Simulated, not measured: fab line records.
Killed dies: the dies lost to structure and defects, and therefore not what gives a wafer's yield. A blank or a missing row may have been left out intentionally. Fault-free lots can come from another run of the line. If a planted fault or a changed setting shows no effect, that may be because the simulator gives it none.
Chamber matching + flow nand-harc + 4 sister chambers for NHARC_A_CONTACT_ETCH_110 on rie-diel-07
The step etches the open film in CF4/O2, target depth 60 nm, overetch 6 nm, time 33 s. 8 wafers are shown with their chamber, then 8 later ones without.

## WAFERS PAIRED WITH THEIR CHAMBERS
| wafer  | chamber | drypump-motor-current-A (A) | oes-product-au (a.u.) |
|--------|---------|-----------------------------|-----------------------|
| L082.1 | 1       | 5.4                         | 1.006                 |
| L082.6 | 2       | 5.9                         | 1.002                 |
| L085.2 | 2       | 5.9                         | 0.999                 |
| L085.5 | 0       | 5.9                         | 0.976                 |
| L086.3 | 3       | 5.9                         | 1.024                 |
| L086.4 | 0       | 5.9                         | 0.981                 |
| L086.5 | 3       | 5.8                         | 1.021                 |
| L091.1 | 1       | 5.4                         | 0.987                 |

## WAFERS WHOSE CHAMBER IS MISSING
| wafer  | drypump-motor-current-A (A) | oes-product-au (a.u.) |
|--------|-----------------------------|-----------------------|
| L091.2 | 5.9                         | 1.007                 |
| L091.5 | 5.8                         | 0.991                 |
| L095.1 | 5.9                         | 0.972                 |
| L095.3 | 5.4                         | 0.993                 |
| L095.6 | 5.9                         | 1.005                 |
| L096.2 | 5.9                         | 1.007                 |
| L096.4 | 5.8                         | 1.000                 |
| L096.6 | 5.9                         | 1.019                 |

## EACH ONE'S CHAMBER
| wafer  | from the rows above          | in truth |
|--------|------------------------------|----------|
| L091.2 | can't be placed: 2 or 3      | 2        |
| L091.5 | can't be placed: 2 or 0 or 3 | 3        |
| L095.1 | 0                            | 0        |
| L095.3 | 1                            | 1        |
| L095.6 | 2                            | 2        |
| L096.2 | can't be placed: 2 or 3      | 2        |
| L096.4 | can't be placed: 2 or 3 or 0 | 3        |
| L096.6 | can't be placed: 3 or 2      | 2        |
Correct placement for 3 of the 8. From these rows, 5 cannot be placed; in 5 the true chamber is one of the candidates. Number placed wrongly: 0.
How it was worked out, from the rows above alone: a wafer's distance from a chamber is the root of the sum, over the readings, of the square of ((its reading less the chamber's mean) divided by the reading's scatter). The wafer belongs to the nearest chamber; if the next one is less than 2 further off, it can't be placed. Each chamber's mean is taken over the wafers shown for it. The scatter: take each reading less its chamber's mean, square it, sum over the shown wafers, divide by the number of wafers less the number of chambers, and take the root.
